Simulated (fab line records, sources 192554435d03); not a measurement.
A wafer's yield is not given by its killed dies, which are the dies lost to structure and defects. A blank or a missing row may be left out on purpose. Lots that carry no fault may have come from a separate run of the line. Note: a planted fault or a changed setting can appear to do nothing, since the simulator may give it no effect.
Chamber matching | flow n5-finfet | 4 sister chambers for N5_MOL_CONTACT_COAG_STRIP_96 on rie-diel-03
The step strips in N2/H2. 16 wafers are shown with their chamber, then 8 later ones without.

== WAFERS PAIRED WITH THEIR CHAMBERS ==
wafer  | chamber | showerhead-plenum-p-Torr (Torr) | throttle-valve-pct (%) | oes-product-au (a.u.)
L076.1 | 2       | 3.34                            | 18.3                   | 0.77
L076.4 | 3       | 3.41                            | 18.8                   | 0.88
L076.6 | 0       | 3.21                            | 19.1                   | 0.68
L077.2 | 0       | 3.21                            | 19.1                   | 0.69
L077.4 | 1       | 3.30                            | 19.0                   | 0.70
L077.6 | 3       | 3.40                            | 18.8                   | 0.88
L078.1 | 1       | 3.30                            | 19.0                   | 0.69
L078.3 | 0       | 3.21                            | 19.1                   | 0.68
L078.4 | 3       | 3.40                            | 18.8                   | 0.89
L079.2 | 1       | 3.30                            | 19.0                   | 0.70
L079.3 | 3       | 3.40                            | 18.8                   | 0.88
L079.6 | 3       | 3.40                            | 18.8                   | 0.88
L082.1 | 2       | 3.34                            | 18.3                   | 0.76
L082.5 | 0       | 3.20                            | 19.2                   | 0.67
L082.6 | 3       | 3.40                            | 18.8                   | 0.87
L083.2 | 0       | 3.20                            | 19.1                   | 0.67

SIGNATURES, as means of the wafers listed above
reading                  | chamber 0 | chamber 1 | chamber 2 | chamber 3 | scatter within a chamber
showerhead-plenum-p-Torr | 3.2060    | 3.3000    | 3.3400    | 3.4017    | 0.00412
throttle-valve-pct       | 19.120    | 19.000    | 18.300    | 18.800    | 0.0258
oes-product-au           | 0.6780    | 0.6967    | 0.7650    | 0.8800    | 0.00705
Rule: a wafer lies at a distance from a chamber equal to the root of the sum of squares, over the readings, of (its reading less the chamber's mean, divided by the reading's scatter). The wafer belongs to the nearest chamber; if the next one is less than 2 further off, it can't be placed. The scatter is the square root of a quotient: the sum, over the shown wafers, of each reading's squared deviation from its chamber's mean, divided by wafers minus chambers.

== WAFERS WITHOUT THEIR CHAMBER ==
wafer  | showerhead-plenum-p-Torr (Torr) | throttle-valve-pct (%) | oes-product-au (a.u.)
L083.4 | 3.29                            | 19.0                   | 0.70
L083.6 | 3.34                            | 18.3                   | 0.75
L087.2 | 3.33                            | 18.3                   | 0.75
L087.5 | 3.33                            | 18.3                   | 0.75
L087.6 | 3.39                            | 18.9                   | 0.83
L096.1 | 3.59                            | 18.7                   | 0.98
L096.5 | 3.32                            | 18.4                   | 0.72
L096.6 | 3.60                            | 18.7                   | 0.97

== WHICH CHAMBER EACH WENT THROUGH ==
wafer  | from the rows above | in truth
L083.4 | 1                   | 1
L083.6 | 2                   | 2
L087.2 | 2                   | 2
L087.5 | 2                   | 2
L087.6 | 3                   | 3
L096.1 | 3                   | 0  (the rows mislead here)
L096.5 | 2                   | 2
L096.6 | 3                   | 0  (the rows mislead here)
Placed correctly: 6 of 8. Can't be placed from these rows: 0. Placed wrongly: 2.
